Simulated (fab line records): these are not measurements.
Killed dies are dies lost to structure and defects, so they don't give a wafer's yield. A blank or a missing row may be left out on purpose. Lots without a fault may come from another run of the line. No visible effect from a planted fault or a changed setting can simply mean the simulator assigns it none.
Which tool did it? :: flow n5-finfet :: 12 lots with 34 wafers sampled at 6 steps, on a route of 1938 steps

## WHAT THE GAUGES READ, wafer by wafer
The record holds no reading of a measuring or inspecting step that can be judged against a usual standard deviation.

## WHAT TOOL EACH LOT RAN ON (gives the tool, then ch and the chambers of the sampled wafers, and finally the start)
lot: L659
N5_BEOL_M9_DEGAS_44: pvd-sputter-02, day 9 16:57
N5_BEOL_M9_PRE_CLEAN_45: pvd-sputter-02, day 9 16:59
N5_BEOL_M9_ECD_50: ecd-cu-02 ch 0,1, day 9 18:01
N5_BEOL_M9_CMP_52: cmp-02 ch 0,1,2, day 9 19:11
N5_BEOL_M9_DEP_56: pecvd-03 ch 0,1,2, day 9 19:28
N5_PASSIVATION_PROBE_49: -

lot: L660
N5_BEOL_M9_DEGAS_44: pvd-sputter-01, day 9 18:51
N5_BEOL_M9_PRE_CLEAN_45: pvd-sputter-01, day 9 18:53
N5_BEOL_M9_ECD_50: ecd-cu-01 ch 0,1, day 9 19:56
N5_BEOL_M9_CMP_52: cmp-03 ch 0,2,3, day 9 21:08
N5_BEOL_M9_DEP_56: pecvd-04 ch 1,2, day 9 21:29
N5_PASSIVATION_PROBE_49: -

lot: L662
N5_BEOL_M9_DEGAS_44: pvd-sputter-02, day 10 10:45
N5_BEOL_M9_PRE_CLEAN_45: pvd-sputter-02, day 10 10:47
N5_BEOL_M9_ECD_50: ecd-cu-02 ch 0,1, day 10 13:16
N5_BEOL_M9_CMP_52: cmp-04 ch 0,1, day 10 13:43
N5_BEOL_M9_DEP_56: pecvd-03 ch 0,1, day 10 14:02
N5_PASSIVATION_PROBE_49: -

lot: L661
N5_BEOL_M9_DEGAS_44: pvd-sputter-02, day 10 10:52
N5_BEOL_M9_PRE_CLEAN_45: pvd-sputter-02, day 10 10:55
N5_BEOL_M9_ECD_50: ecd-cu-01 ch 0,1, day 10 13:21
N5_BEOL_M9_CMP_52: cmp-03 ch 1,2,3, day 10 13:46
N5_BEOL_M9_DEP_56: pecvd-04 ch 0,2, day 10 14:07
N5_PASSIVATION_PROBE_49: -

lot: L663
N5_BEOL_M9_DEGAS_44: pvd-sputter-03, day 10 18:53
N5_BEOL_M9_PRE_CLEAN_45: pvd-sputter-03, day 10 18:55
N5_BEOL_M9_ECD_50: ecd-cu-02 ch 0,1, day 10 19:44
N5_BEOL_M9_CMP_52: cmp-04 ch 1,2,3, day 10 20:27
N5_BEOL_M9_DEP_56: pecvd-03 ch 0,1,2, day 10 20:46
N5_PASSIVATION_PROBE_49: -

lot: L664
N5_BEOL_M9_DEGAS_44: pvd-sputter-02, day 11 05:53
N5_BEOL_M9_PRE_CLEAN_45: pvd-sputter-02, day 11 05:55
N5_BEOL_M9_ECD_50: ecd-cu-02 ch 0,1, day 11 07:05
N5_BEOL_M9_CMP_52: cmp-04 ch 2,3, day 11 07:38
N5_BEOL_M9_DEP_56: pecvd-03 ch 0,1,2, day 11 07:59
N5_PASSIVATION_PROBE_49: -

lot: L666
N5_BEOL_M9_DEGAS_44: pvd-sputter-03, day 11 13:06
N5_BEOL_M9_PRE_CLEAN_45: pvd-sputter-03, day 11 13:08
N5_BEOL_M9_ECD_50: ecd-cu-02 ch 0,1, day 11 14:10
N5_BEOL_M9_CMP_52: cmp-02 ch 0,1, day 11 14:35
N5_BEOL_M9_DEP_56: pecvd-04 ch 2, day 11 14:56
N5_PASSIVATION_PROBE_49: -

lot: L675
N5_BEOL_M9_DEGAS_44: pvd-sputter-02, day 14 03:53
N5_BEOL_M9_PRE_CLEAN_45: pvd-sputter-02, day 14 03:56
N5_BEOL_M9_ECD_50: ecd-cu-01 ch 0,1, day 14 04:43
N5_BEOL_M9_CMP_52: cmp-04 ch 1,2, day 14 05:39
N5_BEOL_M9_DEP_56: pecvd-01 ch 1,2, day 14 05:56
N5_PASSIVATION_PROBE_49: -

lot: L677
N5_BEOL_M9_DEGAS_44: pvd-sputter-01, day 14 07:10
N5_BEOL_M9_PRE_CLEAN_45: pvd-sputter-01, day 14 07:13
N5_BEOL_M9_ECD_50: ecd-cu-01 ch 0,1, day 14 07:57
N5_BEOL_M9_CMP_52: cmp-04 ch 0,2,3, day 14 08:26
N5_BEOL_M9_DEP_56: pecvd-01 ch 0,1,2, day 14 08:43
N5_PASSIVATION_PROBE_49: -

lot: L679
N5_BEOL_M9_DEGAS_44: pvd-sputter-02, day 14 22:53
N5_BEOL_M9_PRE_CLEAN_45: pvd-sputter-02, day 14 22:56
N5_BEOL_M9_ECD_50: ecd-cu-02 ch 0,1, day 15 00:10
N5_BEOL_M9_CMP_52: cmp-04 ch 1,2, day 15 00:34
N5_BEOL_M9_DEP_56: pecvd-01 ch 0,1,2, day 15 00:53
N5_PASSIVATION_PROBE_49: prober-01, day 17 14:22

lot: L681
N5_BEOL_M9_DEGAS_44: pvd-sputter-01, day 15 01:09
N5_BEOL_M9_PRE_CLEAN_45: pvd-sputter-01, day 15 01:11
N5_BEOL_M9_ECD_50: ecd-cu-01 ch 0,1, day 15 02:16
N5_BEOL_M9_CMP_52: cmp-02 ch 1,3, day 15 03:05
N5_BEOL_M9_DEP_56: pecvd-04 ch 1,2, day 15 03:25
N5_PASSIVATION_PROBE_49: -

lot: L682
N5_BEOL_M9_DEGAS_44: pvd-sputter-03, day 15 19:19
N5_BEOL_M9_PRE_CLEAN_45: pvd-sputter-03, day 15 19:22
N5_BEOL_M9_ECD_50: ecd-cu-02 ch 0,1, day 15 20:16
N5_BEOL_M9_CMP_52: cmp-03 ch 1,2,3, day 15 20:44
N5_BEOL_M9_DEP_56: pecvd-03 ch 0,1,2, day 15 21:01
N5_PASSIVATION_PROBE_49: -
- N5_BEOL_M9_DEGAS_44: time 60 s.
- N5_BEOL_M9_PRE_CLEAN_45: time 30 s.
- N5_BEOL_M9_ECD_50: material Cu, target thk 318 nm.
- N5_BEOL_M9_CMP_52: polishes, stops on SiCOH lowk, t overpolish 7 s, target thk 140 nm.
- N5_BEOL_M9_DEP_56: deposits SiCN from 3MS/NH3, target thk 15 nm, time 26.5 s.
- N5_PASSIVATION_PROBE_49

## AS READ BY THE TOOLS THEMSELVES (means over the sampled wafers that have a number; for cases with no such wafer, the mark the record gives instead)
N5_BEOL_M9_DEGAS_44. Usual: heater-power-w 338 W, standard deviation 35.
lot: L659
tool: pvd-sputter-02
heater-power-w (W): 362
flag: 

lot: L660
tool: pvd-sputter-01
heater-power-w (W): 375
flag: 

lot: L662
tool: pvd-sputter-02
heater-power-w (W): 300
flag: 

lot: L661
tool: pvd-sputter-02
heater-power-w (W): 321
flag: 

lot: L663
tool: pvd-sputter-03
heater-power-w (W): 302
flag: 

lot: L664
tool: pvd-sputter-02
heater-power-w (W): 337
flag: 

lot: L666
tool: pvd-sputter-03
heater-power-w (W): 351
flag: 

lot: L675
tool: pvd-sputter-02
heater-power-w (W): 320
flag: 

lot: L677
tool: pvd-sputter-01
heater-power-w (W): 321
flag: 

lot: L679
tool: pvd-sputter-02
heater-power-w (W): 339
flag: 

lot: L681
tool: pvd-sputter-01
heater-power-w (W): 374
flag: 

lot: L682
tool: pvd-sputter-03
heater-power-w (W): 316
flag: 

N5_BEOL_M9_PRE_CLEAN_45. Usual: heater-power-w 338 W, standard deviation 35.
lot: L659
tool: pvd-sputter-02
heater-power-w (W): 360
flag: 

lot: L660
tool: pvd-sputter-01
heater-power-w (W): 367
flag: 

lot: L662
tool: pvd-sputter-02
heater-power-w (W): 301
flag: 

lot: L661
tool: pvd-sputter-02
heater-power-w (W): 321
flag: 

lot: L663
tool: pvd-sputter-03
heater-power-w (W): 297
flag: 

lot: L664
tool: pvd-sputter-02
heater-power-w (W): 343
flag: 

lot: L666
tool: pvd-sputter-03
heater-power-w (W): 348
flag: 

lot: L675
tool: pvd-sputter-02
heater-power-w (W): 321
flag: 

lot: L677
tool: pvd-sputter-01
heater-power-w (W): 328
flag: 

lot: L679
tool: pvd-sputter-02
heater-power-w (W): 338
flag: 

lot: L681
tool: pvd-sputter-01
heater-power-w (W): 365
flag: 

lot: L682
tool: pvd-sputter-03
heater-power-w (W): 319
flag: 

N5_BEOL_M9_CMP_52. Usual: motor-current-A 5.8 A, standard deviation 0.73; time-to-endpoint-s 63 s, standard deviation 3.2.
lot: L659
tool: cmp-02
motor-current-A (A): 5.6
time-to-endpoint-s (s): 61
flag: 

lot: L660
tool: cmp-03
motor-current-A (A): 5.4
time-to-endpoint-s (s): 64
flag: 

lot: L662
tool: cmp-04
motor-current-A (A): 5.6
time-to-endpoint-s (s): 62
flag: 

lot: L661
tool: cmp-03
motor-current-A (A): 5.8
time-to-endpoint-s (s): 66
flag: 

lot: L663
tool: cmp-04
motor-current-A (A): 6.5
time-to-endpoint-s (s): 61
flag: 

lot: L664
tool: cmp-04
motor-current-A (A): 6.0
time-to-endpoint-s (s): 66
flag: 

lot: L666
tool: cmp-02
motor-current-A (A): 5.4
time-to-endpoint-s (s): 76
flag: OFF

lot: L675
tool: cmp-04
motor-current-A (A): 6.6
time-to-endpoint-s (s): 63
flag: 

lot: L677
tool: cmp-04
motor-current-A (A): 6.0
time-to-endpoint-s (s): 65
flag: 

lot: L679
tool: cmp-04
motor-current-A (A): 7.1
time-to-endpoint-s (s): 60
flag: 

lot: L681
tool: cmp-02
motor-current-A (A): 5.3
time-to-endpoint-s (s): 62
flag: 

lot: L682
tool: cmp-03
motor-current-A (A): 5.6
time-to-endpoint-s (s): 63
flag: 

N5_BEOL_M9_DEP_56. Usual: showerhead-plenum-p-Torr 3.656 Torr, standard deviation 0.015; throttle-valve-pct 9.1 %, standard deviation 0.53.
lot: L659
tool: pecvd-03
showerhead-plenum-p-Torr (Torr): 3.664
throttle-valve-pct (%): 8.8
flag: 

lot: L660
tool: pecvd-04
showerhead-plenum-p-Torr (Torr): 3.647
throttle-valve-pct (%): 9.0
flag: 

lot: L662
tool: pecvd-03
showerhead-plenum-p-Torr (Torr): 3.666
throttle-valve-pct (%): 9.1
flag: 

lot: L661
tool: pecvd-04
showerhead-plenum-p-Torr (Torr): 3.643
throttle-valve-pct (%): 9.2
flag: 

lot: L663
tool: pecvd-03
showerhead-plenum-p-Torr (Torr): 3.669
throttle-valve-pct (%): 8.7
flag: 

lot: L664
tool: pecvd-03
showerhead-plenum-p-Torr (Torr): 3.665
throttle-valve-pct (%): 8.7
flag: 

lot: L666
tool: pecvd-04
showerhead-plenum-p-Torr (Torr): 3.655
throttle-valve-pct (%): 8.8
flag: 

lot: L675
tool: pecvd-01
showerhead-plenum-p-Torr (Torr): 3.661
throttle-valve-pct (%): 8.7
flag: 

lot: L677
tool: pecvd-01
showerhead-plenum-p-Torr (Torr): 3.655
throttle-valve-pct (%): 9.0
flag: 

lot: L679
tool: pecvd-01
showerhead-plenum-p-Torr (Torr): 3.657
throttle-valve-pct (%): 9.0
flag: 

lot: L681
tool: pecvd-04
showerhead-plenum-p-Torr (Torr): 3.657
throttle-valve-pct (%): 9.2
flag: 

lot: L682
tool: pecvd-03
showerhead-plenum-p-Torr (Torr): 3.665
throttle-valve-pct (%): 8.8
flag: 

N5_PASSIVATION_PROBE_49. Usual: defect-limited-yield 91.0 %, standard deviation 1.4; killed_at_M0_to_M3 35, standard deviation 10; killed_at_M4_up 13, standard deviation 6; killed-at-contacts 13, standard deviation 6.4; killed-at-front-end 42, standard deviation 12; killed-at-other 3.2, standard deviation 2.4; killed-dies 107, standard deviation 17; killed-open 69, standard deviation 13; killed-short 33, standard deviation 7.3; sort_bin_4_leakage 0.00 %, standard deviation 0.022; sort_bin_5_function 5.3 %, standard deviation 0.92; sort_bin_6_memory 3.3 %, standard deviation 0.66; sort_bin_8_speed 0.00 %, standard deviation 0.035; sort-n-pass 1073, standard deviation 17; sort-yield-pct 90.9 %, standard deviation 1.4.
lot: L679
tool: prober-01
defect-limited-yield (%): 91.1
killed_at_M0_to_M3: 44
killed_at_M4_up: 13
killed-at-contacts: 9
killed-at-front-end: 33
killed-at-other: 5.0
killed-dies: 104
killed-open: 70
killed-short: 32
sort_bin_4_leakage (%): 0.00
sort_bin_5_function (%): 4.9
sort_bin_6_memory (%): 3.5
sort_bin_8_speed (%): 0.00
sort-n-pass: 1076
sort-yield-pct (%): 91.1
flag: 

## THE ANSWER, worked out from the rows above alone
Rule: a lot counts as off when the mean over its wafers that have a number is more than 3 standard deviations away from the usual mean. Also off: a lot with no number at a reading for which 4 or more lots have one. Where the step has rows for the other lots, those lots are counted as sound. Order of review: gauges by route order, followed by the tools' own readings, for which a lot's mean as printed above is used. At the first step where some lot is off, the reading lying furthest off is the one used; lots without a number count as furthest.
Off at N5_BEOL_M9_CMP_52 (time-to-endpoint-s): L666.
A tool fits if, at that step or a process step before it, it ran every lot that is off, and no sound lot after the first of them. No candidate that was tried fits.

## WHAT THE SIMULATOR PUT IN
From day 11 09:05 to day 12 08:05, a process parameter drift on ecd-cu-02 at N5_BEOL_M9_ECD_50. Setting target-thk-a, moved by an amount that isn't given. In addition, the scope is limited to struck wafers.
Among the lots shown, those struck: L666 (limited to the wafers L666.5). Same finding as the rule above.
